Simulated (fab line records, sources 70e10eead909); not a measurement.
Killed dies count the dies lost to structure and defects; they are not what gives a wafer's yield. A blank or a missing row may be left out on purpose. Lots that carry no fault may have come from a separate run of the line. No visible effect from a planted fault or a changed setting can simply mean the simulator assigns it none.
Matching of chambers	flow nand-harc	rie-diel-06 running NHARC_A_BLC_ETCH_16: 4 sister chambers
The step etches the open film in CF4, target depth 39 nm, time 65 s. 22 wafers are shown with their chamber, then 11 later ones without.

WAFERS PAIRED WITH THEIR CHAMBERS
wafer	chamber	drypump-motor-current-A (A)	rf-vpp-V (V)	throttle-valve-pct (%)
L077.1	3	5.8	151.0	13.286
L077.4	2	5.0	152.1	13.281
L077.5	1	5.6	150.8	13.302
L079.2	1	5.6	151.1	13.268
L079.3	0	5.3	149.9	13.283
L079.5	3	5.8	150.1	13.290
L076.1	1	5.6	152.3	13.290
L076.2	0	5.3	150.6	13.275
L076.3	2	5.0	154.2	13.296
L082.1	1	5.6	150.4	13.276
L082.4	0	5.3	152.1	13.270
L082.6	3	5.7	150.5	13.281
L081.1	2	5.0	152.5	13.285
L081.2	0	5.3	151.6	13.274
L081.5	0	5.3	151.5	13.279
L083.2	1	5.6	152.4	13.287
L083.3	2	5.0	153.6	13.272
L083.6	2	5.0	152.1	13.288
L086.2	1	5.6	151.4	13.292
L086.4	3	5.8	148.7	13.294
L086.5	0	5.3	152.8	13.278
L092.2	3	5.7	150.7	13.291

SIGNATURES, as means of the wafers listed above
reading	chamber 0	chamber 1	chamber 2	chamber 3	scatter within a chamber
drypump-motor-current-A	5.300	5.600	5.000	5.760	0.0258
rf-vpp-V	151.417	151.400	152.900	150.200	0.928
throttle-valve-pct	13.27650	13.28583	13.28440	13.28840	0.00833
Rule: a wafer's distance from a chamber is the root of the sum, over the readings, of the square of ((its reading less the chamber's mean) divided by the reading's scatter). If the next closest chamber is less than 2 further off than the closest, the wafer can't be placed; otherwise it belongs to the closest. The scatter is the square root of a quotient: the sum, over the shown wafers, of each reading's squared deviation from its chamber's mean, divided by wafers minus chambers.

WAFERS WITH NO CHAMBER GIVEN
wafer	drypump-motor-current-A (A)	rf-vpp-V (V)	throttle-valve-pct (%)
L092.4	5.6	153.6	13.295
L092.6	5.6	152.5	13.291
L095.1	5.7	149.7	13.279
L095.4	5.6	153.0	13.290
L095.5	5.3	149.7	13.286
L094.2	5.6	150.4	13.262
L094.5	5.1	151.0	13.280
L094.6	5.7	150.2	13.277
L096.1	5.8	147.7	13.289
L096.5	5.6	151.7	13.278
L096.6	5.0	151.6	13.273

THE CHAMBER EACH PASSED THROUGH
wafer	from the rows above	in truth
L092.4	1	1
L092.6	1	1
L095.1	can't be placed: 3 or 1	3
L095.4	1	1
L095.5	0	0
L094.2	1	1
L094.5	2	2
L094.6	can't be placed: 3 or 1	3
L096.1	3	3
L096.5	1	1
L096.6	2	2
Correctly placed: 9 of 11. Not placeable from these rows: 2 (in 2, the candidates include the true chamber). 0 placed wrongly.
